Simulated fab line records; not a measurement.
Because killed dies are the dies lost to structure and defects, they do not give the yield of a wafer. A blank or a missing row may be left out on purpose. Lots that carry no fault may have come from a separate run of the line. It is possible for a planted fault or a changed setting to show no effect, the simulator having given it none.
A struck lot beside a sound one :: flow n5-finfet :: 15 steps out of a route of 1938
Sound: these wafers, L689.1, L689.5, L689.6. Struck: wafers L698.2, L698.4, L698.6. The cause is given at the end.
For every step that has rows: the tool of each side, followed by ch and its chambers, followed by its first start. Under that, the readings that differ: sound wafers :: struck wafers :: difference of the means :: sigmas: that difference in standard deviations of wafers without a fault.
alike: readings whose means differ by less than 2 such deviations, and words and numbers that are the same on both sides. not compared: withheld readings, readings that some wafer has no value for, bounds like >300 that may hide the same value, and numbers for which the record gives no deviation and whose values overlap.
Wherever a step has rows on one side only, a row that says differs or no value, or a row with sigmas, the two part there. Numbers that don't overlap but have no deviation are shown without sigmas and don't part them. A reading missing from all wafers of one side parts the sides only when that side holds two or more wafers.

first, 2 steps without rows for these wafers: N5_BEOL_M9_ANNEAL_51 (time 90 s); N5_BEOL_M9_CMP_52 (polishes, stops on SiCOH lowk, t overpolish 7 s, target thk 140 nm).
N5_BEOL_M9_THK_MEAS_53: measures by xrf.
  sound on film-metro-01, day 14 03:20; struck on film-metro-01, day 16 13:15
  alike: M9_THK
then, 1 step without rows for these wafers: N5_BEOL_M9_PRE_CLEAN_55 (time 15 s).
N5_BEOL_M9_DEP_56: deposits SiCN from 3MS/NH3, target thk 15 nm, time 26.5 s.
  sound on pecvd-03 ch 1,2, day 14 03:25; struck on pecvd-03 ch 0,1, day 16 13:19
  alike: rf-fwd-power-W, showerhead-plenum-p-Torr, showerhead-vpp-V, throttle-valve-pct
N5_BEOL_M9_RS_MEAS_57: the measuring method here is four-point-probe.
  sound on film-metro-02, day 14 03:31; struck on film-metro-02, day 16 13:23
  alike: M9_RS
N5_BEOL_M9_INSPECT_58: inspects for defects (darkfield).
  sound on defect-inspect-01, day 14 03:32; struck on defect-inspect-02, day 16 13:25
  alike: raw-defect-count
N5_BEOL_M10_ILD_DEP_00: deposits SiCOH lowk from DEMS/porogen, target thk 308.51 nm, time 58 s.
  sound on pecvd-04 ch 0,1, day 14 03:34; struck on pecvd-01 ch 0,2, day 16 13:26
reading: showerhead-vpp-V (V)
sound: 1459 1441 1377
struck: 1217 1210 1308
difference: -181
sigmas: -2
  alike: heater-power-w, rf-fwd-power-W, showerhead-plenum-p-Torr, throttle-valve-pct
N5_BEOL_M10_CURE_71: cures SiCOH lowk, time 240 s.
  sound on uv-cure-01 ch 1, day 14 03:39; struck on uv-cure-02 ch 2, day 16 13:36
  alike: lamp-power-pct, wafer_temp_C_max
N5_BEOL_M10_THK_MEAS_01:
  sound on film-metro-02, day 14 04:10; struck on film-metro-02, day 16 14:02
reading: M10_ILD_THK (nm)
sound: 274 280 271
struck: 263 265 262
difference: -12
sigmas: -3
N5_BEOL_M10_PECVD_70: deposits SiO2 from TEOS/O2, target thk 20 nm, time 22.7 s.
  sound on pecvd-04 ch 1,2, day 14 04:12; struck on pecvd-01 ch 1,2, day 16 14:04
reading: showerhead-vpp-V (V)
sound: 1373 1281 1369
struck: 1276 1244 1115
difference: -129
sigmas: -2
  alike: heater-power-w, rf-fwd-power-W, showerhead-plenum-p-Torr, throttle-valve-pct
N5_BEOL_M10_HM_DEP_02: deposits TiN, target thk 20 nm.
  sound on pvd-sputter-01, day 14 05:36; struck on pvd-sputter-01, day 16 17:11
reading: throttle-valve-pct (%)
sound: 28.7 28.6 29.1
struck: 30.8 30.6 30.6
difference: +1.9
sigmas: +2
N5_BEOL_M10_COAT_59: time 60 s, resist thk 100 nm.
  sound on litho-track-05 ch 0, day 14 05:44; struck on litho-track-05 ch 0, day 16 17:19
reading: heater-power-total-W (W)
sound: 497.9 502.9 498.0
struck: 506.2 503.5 503.7
difference: +4.9
sigmas: +3

reading: plate-temp-C (C)
sound: 250.17 250.19 250.03
struck: 252.27 252.23 252.29
difference: +2.13
sigmas: +12
then, 1 step without rows for these wafers: N5_BEOL_M10_COAT_60 (time 60 s, resist thk 30 nm).
-- a jump in the record: the struck wafers' starts before and after are 4 days apart (it breaks off in module BEOL_M10 and resumes in module PASSIVATION, where the first step shown is number 1936 of the route) --
N5_PASSIVATION_PROBE_49:
  sound on prober-01, day 16 17:59; struck on prober-01, day 20 14:23
  alike: defect-limited-yield, killed_at_M0_to_M3, killed_at_M4_up, killed-at-contacts, killed-at-front-end, killed-at-other, killed-dies, killed-open, killed-short, sort_bin_4_leakage, sort_bin_5_function, sort_bin_6_memory, sort_bin_8_speed, sort-n-pass, sort-yield-pct

## WHERE THEY PART
Last at N5_BEOL_M10_COAT_59 as far as this record goes, first at N5_BEOL_M10_ILD_DEP_00. Later steps at which nothing parts them and some readings are alike: N5_PASSIVATION_PROBE_49.

WHY: what the simulator had put in
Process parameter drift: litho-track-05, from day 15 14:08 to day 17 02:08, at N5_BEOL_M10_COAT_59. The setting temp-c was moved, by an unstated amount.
